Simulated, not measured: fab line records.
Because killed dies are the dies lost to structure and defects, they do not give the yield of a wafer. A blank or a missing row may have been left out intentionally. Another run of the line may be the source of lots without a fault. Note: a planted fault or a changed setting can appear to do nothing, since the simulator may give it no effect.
fab line records	flow n5-finfet	part 2 of 2: steps 24 to 34 of 34
record lots=5	wafers=15	last-day=20
route steps=1938 shown BEOL_M2@889
lots that met no fault: from a run of the same line without faults
start-h: hours from the record's first day to the start of the lot's first wafer shown	wait-h: time in hours since the lot's previous step	" unchanged from the row above	L1.1+2: several wafers, shown together as one row	- no value, or no start given	* or withheld: withheld	< > ~ a bound
route shown NAME@n: a module of which the file shows steps, and the number in the route of the first	usual: the fault-free wafers' mean and standard deviation	same: alike in all rows	chamber/n: place in a boat	sites: per-site readings	_std_site: how widely they spread, as a standard deviation	_edge_site: the outer-site mean with the inner-site mean subtracted	radius-mm: for every site, how far away it sits from the centre of the wafer	mask NAME#n: copy n	behind: the most recent tool/chamber to have shaped the wafer	hold: what put the lot on hold/how long, in hours/how the hold closed	device: transistor that didn't switch, given as n, p or np	end of line: the same wafers' tests at the end of the route	a step without rows: its recipe alone	killed: not the wafer's yield, but the dies lost to structure and defects at the first sort	map: dies across one wafer; x = killed, . = not, _ = none there
set.NAME: the setting the step ran with; set.NAME@STEP: the setting that earlier step ran with	model.NAME: the simulator's own value behind a step, which no gauge read
lots at some steps of the route; a table a step, a row a wafer
services: when a tool's chamber went out of use (start-h, in hours from the record's first day, below 0 if earlier), for how many hours, and the reason
## steps
# step N5_BEOL_M2_SPUTTER_88
# recipe material=Cu	target-thk-a=45	temp-c=-20	chamber-pressure-pa=0.07	power-w=withheld	time-s=8.29
# usual throttle-valve-pct=30.1/1.1
lot.wafer	tool	chamber	start-h	wait-h	throttle-valve-pct
L075.1	pvd-sputter-01	-	140.82	0.1	31.4
L075.3	"	-	"	"	28.3
L075.4	"	-	"	"	31.1
L083.1	pvd-sputter-02	-	196.86	0.1	30.5
L083.2	"	-	"	"	30.0
L083.6	"	-	"	"	30.1
L088.3	pvd-sputter-01	-	268.05	0.1	31.2
L088.5	"	-	"	"	28.3
L088.6	"	-	"	"	30.6
L093.1	pvd-sputter-02	-	276.10	0.1	30.7
L093.2	"	-	"	"	30.1
L093.5	"	-	"	"	30.8
L092.2	pvd-sputter-02	-	278.38	0.1	30.0
L092.4	"	-	"	"	28.0
L092.6	"	-	"	"	31.4
# step N5_BEOL_M2_ANNEAL_89
# recipe temp-c=400	time-s=240	ambient=vacuum
# usual heater-power-w=841/63
lot.wafer	tool	chamber	start-h	wait-h	heater-power-w
L075.1	pvd-sputter-01	-	140.90	0.0	927
L075.3	"	-	"	"	732
L075.4	"	-	"	"	862
L083.1	pvd-sputter-02	-	196.94	0.0	860
L083.2	"	-	"	"	802
L083.6	"	-	"	"	779
L088.3	pvd-sputter-01	-	268.13	0.0	878
L088.5	"	-	"	"	733
L088.6	"	-	"	"	803
L093.1	pvd-sputter-02	-	276.18	0.0	851
L093.2	"	-	"	"	788
L093.5	"	-	"	"	839
L092.2	pvd-sputter-02	-	278.46	0.0	787
L092.4	"	-	"	"	876
L092.6	"	-	"	"	770
# step N5_BEOL_M2_SPUTTER_90
# recipe material=Cu	target-thk-a=45	temp-c=-20	chamber-pressure-pa=0.07	power-w=withheld	time-s=8.29
# usual throttle-valve-pct=30.1/1.1
lot.wafer	tool	chamber	start-h	wait-h	throttle-valve-pct
L075.1	pvd-sputter-01	-	141.04	0.1	31.6
L075.3	"	-	"	"	28.3
L075.4	"	-	"	"	31.0
L083.1	pvd-sputter-02	-	197.08	0.1	30.5
L083.2	"	-	"	"	29.9
L083.6	"	-	"	"	30.0
L088.3	pvd-sputter-01	-	268.27	0.1	31.0
L088.5	"	-	"	"	28.4
L088.6	"	-	"	"	30.3
L093.1	pvd-sputter-02	-	276.32	0.1	30.4
L093.2	"	-	"	"	30.2
L093.5	"	-	"	"	30.7
L092.2	pvd-sputter-02	-	278.60	0.1	29.8
L092.4	"	-	"	"	28.0
L092.6	"	-	"	"	31.3
# step N5_BEOL_M2_ANNEAL_91
# recipe temp-c=400	time-s=240	ambient=vacuum
# usual heater-power-w=842/65
lot.wafer	tool	chamber	start-h	wait-h	heater-power-w
L075.1	pvd-sputter-01	-	141.12	0.0	942
L075.3	"	-	"	"	732
L075.4	"	-	"	"	855
L083.1	pvd-sputter-02	-	197.16	0.0	858
L083.2	"	-	"	"	795
L083.6	"	-	"	"	797
L088.3	pvd-sputter-01	-	268.35	0.0	884
L088.5	"	-	"	"	748
L088.6	"	-	"	"	835
L093.1	pvd-sputter-02	-	276.40	0.0	835
L093.2	"	-	"	"	785
L093.5	"	-	"	"	869
L092.2	pvd-sputter-02	-	278.68	0.0	777
L092.4	"	-	"	"	904
L092.6	"	-	"	"	791
# step N5_BEOL_M2_SPUTTER_92
# recipe material=Cu	target-thk-a=45	temp-c=-20	chamber-pressure-pa=0.07	power-w=withheld	time-s=8.29
# usual throttle-valve-pct=30.1/1.1
lot.wafer	tool	chamber	start-h	wait-h	throttle-valve-pct
L075.1	pvd-sputter-01	-	141.26	0.1	31.6
L075.3	"	-	"	"	28.3
L075.4	"	-	"	"	31.1
L083.1	pvd-sputter-02	-	197.30	0.1	30.5
L083.2	"	-	"	"	29.9
L083.6	"	-	"	"	30.0
L088.3	pvd-sputter-01	-	268.49	0.1	31.0
L088.5	"	-	"	"	28.0
L088.6	"	-	"	"	30.7
L093.1	pvd-sputter-02	-	276.54	0.1	30.4
L093.2	"	-	"	"	29.8
L093.5	"	-	"	"	30.5
L092.2	pvd-sputter-02	-	278.82	0.1	30.1
L092.4	"	-	"	"	28.1
L092.6	"	-	"	"	31.5
# step N5_BEOL_M2_ANNEAL_93
# recipe temp-c=400	time-s=240	ambient=vacuum
# usual heater-power-w=843/66
lot.wafer	tool	chamber	start-h	wait-h	heater-power-w
L075.1	pvd-sputter-01	-	141.34	0.0	931
L075.3	"	-	"	"	732
L075.4	"	-	"	"	839
L083.1	pvd-sputter-02	-	197.38	0.0	846
L083.2	"	-	"	"	800
L083.6	"	-	"	"	810
L088.3	pvd-sputter-01	-	268.57	0.0	850
L088.5	"	-	"	"	737
L088.6	"	-	"	"	818
L093.1	pvd-sputter-02	-	276.62	0.0	864
L093.2	"	-	"	"	784
L093.5	"	-	"	"	863
L092.2	pvd-sputter-02	-	278.90	0.0	782
L092.4	"	-	"	"	899
L092.6	"	-	"	"	784
# step N5_BEOL_M2_SPUTTER_94
# recipe material=Cu	target-thk-a=45	temp-c=-20	chamber-pressure-pa=0.07	power-w=withheld	time-s=8.29
# usual throttle-valve-pct=30.1/1.1
lot.wafer	tool	chamber	start-h	wait-h	throttle-valve-pct
L075.1	pvd-sputter-01	-	141.48	0.1	31.5
L075.3	"	-	"	"	28.2
L075.4	"	-	"	"	30.9
L083.1	pvd-sputter-02	-	197.52	0.1	30.3
L083.2	"	-	"	"	30.1
L083.6	"	-	"	"	30.0
L088.3	pvd-sputter-01	-	268.71	0.1	30.9
L088.5	"	-	"	"	28.0
L088.6	"	-	"	"	30.6
L093.1	pvd-sputter-02	-	276.76	0.1	30.6
L093.2	"	-	"	"	29.8
L093.5	"	-	"	"	30.7
L092.2	pvd-sputter-02	-	279.04	0.1	30.5
L092.4	"	-	"	"	28.1
L092.6	"	-	"	"	31.2
# step N5_BEOL_M2_ANNEAL_95
# recipe temp-c=400	time-s=240	ambient=vacuum
# usual heater-power-w=842/68
lot.wafer	tool	chamber	start-h	wait-h	heater-power-w
L075.1	pvd-sputter-01	-	141.56	0.0	924
L075.3	"	-	"	"	714
L075.4	"	-	"	"	873
L083.1	pvd-sputter-02	-	197.60	0.0	853
L083.2	"	-	"	"	801
L083.6	"	-	"	"	822
L088.3	pvd-sputter-01	-	268.79	0.0	884
L088.5	"	-	"	"	730
L088.6	"	-	"	"	822
L093.1	pvd-sputter-02	-	276.84	0.0	860
L093.2	"	-	"	"	804
L093.5	"	-	"	"	853
L092.2	pvd-sputter-02	-	279.12	0.0	797
L092.4	"	-	"	"	879
L092.6	"	-	"	"	772
# step N5_BEOL_M2_SPUTTER_96
# recipe material=Cu	target-thk-a=45	temp-c=-20	chamber-pressure-pa=0.07	power-w=withheld	time-s=8.29
# usual throttle-valve-pct=30.1/1.1
lot.wafer	tool	chamber	start-h	wait-h	throttle-valve-pct
L075.1	pvd-sputter-01	-	141.70	0.1	31.5
L075.3	"	-	"	"	28.4
L075.4	"	-	"	"	31.4
L083.1	pvd-sputter-02	-	197.74	0.1	30.4
L083.2	"	-	"	"	29.7
L083.6	"	-	"	"	30.2
L088.3	pvd-sputter-01	-	268.93	0.1	31.4
L088.5	"	-	"	"	28.4
L088.6	"	-	"	"	30.5
L093.1	pvd-sputter-02	-	276.98	0.1	30.6
L093.2	"	-	"	"	30.1
L093.5	"	-	"	"	30.3
L092.2	pvd-sputter-02	-	279.26	0.1	30.4
L092.4	"	-	"	"	28.2
L092.6	"	-	"	"	31.6
# step N5_BEOL_M2_ECD_50
# recipe material=Cu	target-thk-a=3000
lot.wafer	tool	chamber	start-h	wait-h
L075.1+3+4	ecd-cu-01	1,1,0	141.82	0.1
L083.1+2+6	ecd-cu-02	0,1,0	197.85	0.1
L088.3+5+6	ecd-cu-02	1,1,0	269.07	0.1
L093.1+2+5	ecd-cu-02	0,1,1	277.10	0.1
L092.2+4+6	ecd-cu-02	0,0,1	279.38	0.1
# step N5_BEOL_M2_ANNEAL_51
# recipe temp-c=225	time-s=90	ambient=N2
# usual wafer_temp_C_max=226.2/0.39
lot.wafer	tool	chamber	start-h	wait-h	wafer_temp_C_max
L075.1	rtp-anneal-01	0	141.96	0.1	226.4
L075.3	"	0	"	"	226.1
L075.4	"	0	"	"	225.8
L083.1	rtp-anneal-01	0	197.93	0.1	226.4
L083.2	"	0	"	"	226.1
L083.6	"	0	"	"	226.3
L088.3	rtp-anneal-01	0	269.22	0.1	226.6
L088.5	"	0	"	"	226.6
L088.6	"	0	"	"	226.7
L093.1	rtp-anneal-01	0	277.18	0.1	226.4
L093.2	"	0	"	"	226.5
L093.5	"	0	"	"	226.5
L092.2	rtp-anneal-02	0	279.50	0.1	226.0
L092.4	"	0	"	"	226.2
L092.6	"	0	"	"	226.0
## services
tool	chamber	start-h	hours	kind
rie-diel-06	1	121.89	3.9	repair
ald-metal-02	-	132.71	4.3	pm
rie-diel-05	3	134.17	-	clean
rie-diel-05	3	134.17	-	consumable-replace:focus-ring
rie-diel-05	3	134.17	13.7	scheduled-down
rie-diel-05	3	134.17	13.7	vent-cycle
cvd-co-01	1	145.02	10.6	repair
rie-diel-05	2	147.93	-	clean
rie-diel-06	1	168.38	3.6	repair
cvd-co-02	-	173.97	5.8	repair
ald-metal-03	-	176.80	0.5	repair
ecd-cu-01	-	192.21	4.8	repair
ald-metal-04	-	194.12	1.3	repair
ald-metal-03	-	207.92	1.4	repair
ald-metal-04	-	216.55	1.4	repair
rie-diel-06	3	219.64	-	clean
rie-diel-06	3	219.64	-	consumable-replace:focus-ring
rie-diel-06	3	219.64	19.4	scheduled-down
rie-diel-06	3	219.64	19.4	vent-cycle
cvd-co-02	-	222.66	6.0	pm
cvd-co-02	-	235.32	13.1	repair
ald-metal-02	2	250.60	24.5	repair
cvd-co-01	-	254.04	0.8	repair
rie-diel-05	3	276.08	2.3	repair
